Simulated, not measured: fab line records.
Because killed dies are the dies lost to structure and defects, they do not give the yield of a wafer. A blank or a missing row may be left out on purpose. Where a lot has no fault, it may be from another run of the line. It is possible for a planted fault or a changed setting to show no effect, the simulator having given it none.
Matching of chambers / flow nand_harc / 4 sister chambers for NHARC_A_STAIRCASE_DESCUM_186 on rie_diel-08
The step chemistry O2, time 3 s. 20 wafers are shown with their chamber, then 10 later ones without.

WAFERS WITH THEIR CHAMBER
wafer=L075.3; chamber=1; showerhead_plenum_p_Torr (Torr)=1.91; drypump_motor_current_A (A)=5.7; rf_vpp_V (V)=58.5
wafer=L075.4; chamber=2; showerhead_plenum_p_Torr (Torr)=1.79; drypump_motor_current_A (A)=5.7; rf_vpp_V (V)=56.3
wafer=L075.6; chamber=1; showerhead_plenum_p_Torr (Torr)=1.91; drypump_motor_current_A (A)=5.8; rf_vpp_V (V)=57.0
wafer=L081.2; chamber=1; showerhead_plenum_p_Torr (Torr)=1.91; drypump_motor_current_A (A)=5.8; rf_vpp_V (V)=56.0
wafer=L081.3; chamber=3; showerhead_plenum_p_Torr (Torr)=1.81; drypump_motor_current_A (A)=4.8; rf_vpp_V (V)=57.5
wafer=L081.6; chamber=0; showerhead_plenum_p_Torr (Torr)=1.99; drypump_motor_current_A (A)=6.0; rf_vpp_V (V)=57.9
wafer=L080.3; chamber=0; showerhead_plenum_p_Torr (Torr)=1.99; drypump_motor_current_A (A)=6.0; rf_vpp_V (V)=57.2
wafer=L080.4; chamber=3; showerhead_plenum_p_Torr (Torr)=1.81; drypump_motor_current_A (A)=4.8; rf_vpp_V (V)=56.9
wafer=L080.5; chamber=2; showerhead_plenum_p_Torr (Torr)=1.79; drypump_motor_current_A (A)=5.7; rf_vpp_V (V)=57.9
wafer=L079.1; chamber=0; showerhead_plenum_p_Torr (Torr)=1.98; drypump_motor_current_A (A)=6.0; rf_vpp_V (V)=58.8
wafer=L079.5; chamber=3; showerhead_plenum_p_Torr (Torr)=1.81; drypump_motor_current_A (A)=4.9; rf_vpp_V (V)=58.2
wafer=L079.6; chamber=0; showerhead_plenum_p_Torr (Torr)=1.98; drypump_motor_current_A (A)=6.0; rf_vpp_V (V)=57.9
wafer=L085.3; chamber=2; showerhead_plenum_p_Torr (Torr)=1.78; drypump_motor_current_A (A)=5.7; rf_vpp_V (V)=56.1
wafer=L085.4; chamber=1; showerhead_plenum_p_Torr (Torr)=1.91; drypump_motor_current_A (A)=5.8; rf_vpp_V (V)=57.3
wafer=L085.5; chamber=1; showerhead_plenum_p_Torr (Torr)=1.91; drypump_motor_current_A (A)=5.8; rf_vpp_V (V)=56.7
wafer=L087.2; chamber=2; showerhead_plenum_p_Torr (Torr)=1.78; drypump_motor_current_A (A)=5.7; rf_vpp_V (V)=56.8
wafer=L087.5; chamber=3; showerhead_plenum_p_Torr (Torr)=1.80; drypump_motor_current_A (A)=4.9; rf_vpp_V (V)=57.3
wafer=L087.6; chamber=2; showerhead_plenum_p_Torr (Torr)=1.78; drypump_motor_current_A (A)=5.7; rf_vpp_V (V)=57.4
wafer=L090.1; chamber=3; showerhead_plenum_p_Torr (Torr)=1.80; drypump_motor_current_A (A)=4.8; rf_vpp_V (V)=57.8
wafer=L090.2; chamber=0; showerhead_plenum_p_Torr (Torr)=1.98; drypump_motor_current_A (A)=6.0; rf_vpp_V (V)=57.8

SIGNATURES (averages over the wafers above)
reading=showerhead_plenum_p_Torr; chamber 0=1.9840; chamber 1=1.9100; chamber 2=1.7840; chamber 3=1.8060; scatter within a chamber=0.00474
reading=drypump_motor_current_A; chamber 0=6.000; chamber 1=5.780; chamber 2=5.700; chamber 3=4.840; scatter within a chamber=0.0354
reading=rf_vpp_V; chamber 0=57.920; chamber 1=57.100; chamber 2=56.900; chamber 3=57.540; scatter within a chamber=0.704
Rule: for a wafer and a chamber, the distance is found by dividing, reading by reading, the gap between the wafer's reading and the chamber's mean by the reading's scatter, squaring, summing and taking the root. If the next closest chamber is less than 2 further off than the closest, the wafer can't be placed; otherwise it belongs to the closest. The scatter: the root of (the sum of the squares of (reading less its chamber's mean) over the shown wafers, divided by (wafers less chambers)).

WAFERS WITH NO CHAMBER GIVEN
wafer=L090.6; showerhead_plenum_p_Torr (Torr)=1.80; drypump_motor_current_A (A)=4.8; rf_vpp_V (V)=56.5
wafer=L092.1; showerhead_plenum_p_Torr (Torr)=1.98; drypump_motor_current_A (A)=6.0; rf_vpp_V (V)=57.8
wafer=L092.3; showerhead_plenum_p_Torr (Torr)=1.78; drypump_motor_current_A (A)=5.7; rf_vpp_V (V)=55.8
wafer=L092.5; showerhead_plenum_p_Torr (Torr)=1.98; drypump_motor_current_A (A)=6.0; rf_vpp_V (V)=58.0
wafer=L095.1; showerhead_plenum_p_Torr (Torr)=1.80; drypump_motor_current_A (A)=4.9; rf_vpp_V (V)=58.2
wafer=L095.4; showerhead_plenum_p_Torr (Torr)=1.98; drypump_motor_current_A (A)=5.9; rf_vpp_V (V)=57.9
wafer=L095.5; showerhead_plenum_p_Torr (Torr)=1.98; drypump_motor_current_A (A)=6.0; rf_vpp_V (V)=58.5
wafer=L096.2; showerhead_plenum_p_Torr (Torr)=1.78; drypump_motor_current_A (A)=5.7; rf_vpp_V (V)=57.3
wafer=L096.4; showerhead_plenum_p_Torr (Torr)=1.98; drypump_motor_current_A (A)=6.0; rf_vpp_V (V)=57.2
wafer=L096.6; showerhead_plenum_p_Torr (Torr)=1.98; drypump_motor_current_A (A)=6.0; rf_vpp_V (V)=56.8

WHICH CHAMBER EACH WENT THROUGH
wafer=L090.6; from the rows above=3; in truth=3
wafer=L092.1; from the rows above=0; in truth=0
wafer=L092.3; from the rows above=2; in truth=2
wafer=L092.5; from the rows above=0; in truth=0
wafer=L095.1; from the rows above=3; in truth=3
wafer=L095.4; from the rows above=0; in truth=0
wafer=L095.5; from the rows above=0; in truth=0
wafer=L096.2; from the rows above=2; in truth=2
wafer=L096.4; from the rows above=0; in truth=0
wafer=L096.6; from the rows above=0; in truth=0
Correct placement for 10 of the 10. Not placeable from these rows: 0. Number placed wrongly: 0.
